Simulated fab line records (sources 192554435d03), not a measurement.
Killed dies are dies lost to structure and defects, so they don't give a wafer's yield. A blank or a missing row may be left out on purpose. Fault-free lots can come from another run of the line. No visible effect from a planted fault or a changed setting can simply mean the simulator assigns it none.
Matching of chambers	flow n5 finfet	N5_BEOL_M0_SAQP_SPACER1_ALD_98 on ald sin-04: 4 sister chambers
The step deposits SiO2, target thk 12.8 nm, pulse time 1 s, purge time 2 s. 8 wafers are shown with their chamber, then 9 later ones without.

== EACH WAFER AND ITS CHAMBER ==
wafer	chamber	heater power w (W)	precursor pulse height rel
L086.1	1	491	0.972
L086.3	0	510	0.996
L088.1	0	521	1.033
L088.4	3	497	1.032
L088.5	2	481	0.992
L090.1	1	491	1.013
L090.5	3	501	1.023
L090.6	2	477	1.006

== WAFERS WITHOUT THEIR CHAMBER ==
wafer	heater power w (W)	precursor pulse height rel
L076.2	487	0.972
L076.3	526	0.981
L076.5	485	0.993
L095.1	512	0.996
L095.3	481	0.994
L095.6	482	1.023
L096.1	507	0.996
L096.3	513	1.010
L096.4	481	1.020

== WHICH CHAMBER EACH ONE RAN IN ==
wafer	from the rows above	in truth
L076.2	can't be placed: 1 or 2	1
L076.3	0	0
L076.5	can't be placed: 1 or 2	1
L095.1	0	0
L095.3	can't be placed: 2 or 1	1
L095.6	can't be placed: 2 or 1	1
L096.1	can't be placed: 0 or 3 or 1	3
L096.3	0	0
L096.4	can't be placed: 2 or 1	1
3 of 9 placed correctly. Can't be placed from these rows: 6 (the true chamber is among the candidates in 6). Placed wrongly: 0.
How it was worked out, from the rows above alone: a wafer's distance from a chamber is the root of the sum, over the readings, of the square of ((its reading less the chamber's mean) divided by the reading's scatter). The wafer belongs to the nearest chamber; if the next one is less than 2 further off, it can't be placed. A chamber's mean is the mean of its shown wafers. How the scatter is found: for the shown wafers, subtract from each reading the mean of its chamber, square and add these, divide the total by (wafers less chambers), then take the root.
